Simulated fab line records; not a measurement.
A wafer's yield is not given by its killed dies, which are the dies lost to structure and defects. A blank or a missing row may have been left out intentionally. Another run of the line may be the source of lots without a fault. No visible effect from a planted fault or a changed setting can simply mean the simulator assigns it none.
Matching of chambers :: flow n5 finfet :: rie diel-05 running N5_BEOL_M4_STRIP_36: 4 sister chambers
The step strips in N2/H2. 4 wafers are shown with their chamber, then 7 later ones without.

WAFERS, EACH WITH ITS CHAMBER
wafer: L078.5
chamber: 2
throttle valve pct (%): 23.5

wafer: L082.4
chamber: 1
throttle valve pct (%): 23.7

wafer: L087.4
chamber: 0
throttle valve pct (%): 24.2

wafer: L087.5
chamber: 3
throttle valve pct (%): 23.3

WAFERS WITHOUT THEIR CHAMBER
wafer: L087.6
throttle valve pct (%): 23.5

wafer: L095.1
throttle valve pct (%): 23.4

wafer: L095.3
throttle valve pct (%): 23.7

wafer: L095.4
throttle valve pct (%): 23.5

wafer: L097.3
throttle valve pct (%): 23.6

wafer: L097.4
throttle valve pct (%): 24.2

wafer: L097.6
throttle valve pct (%): 23.6

THE CHAMBER EACH PASSED THROUGH
wafer: L087.6
from the rows above: 2
in truth: 2

wafer: L095.1
from the rows above: can't be placed: 3 or 2
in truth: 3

wafer: L095.3
from the rows above: 1
in truth: 1

wafer: L095.4
from the rows above: 2
in truth: 2

wafer: L097.3
from the rows above: can't be placed: 1 or 2
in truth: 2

wafer: L097.4
from the rows above: 0
in truth: 0

wafer: L097.6
from the rows above: can't be placed: 1 or 2
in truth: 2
Placed correctly: 4 of 7. Cannot be placed on the basis of these rows: 3; the candidates contain the true chamber in 3. Number placed wrongly: 0.
How it was worked out, from the rows above alone: a wafer's distance from a chamber is the root of the sum, over the readings, of the square of ((its reading less the chamber's mean) divided by the reading's scatter). If the next closest chamber is less than 2 further off than the closest, the wafer can't be placed; otherwise it belongs to the closest. The mean given for a chamber averages the wafers shown for that chamber. The scatter: with one shown wafer a chamber, the root of the mean of the squares of how far each hidden wafer lies from its nearest shown one.
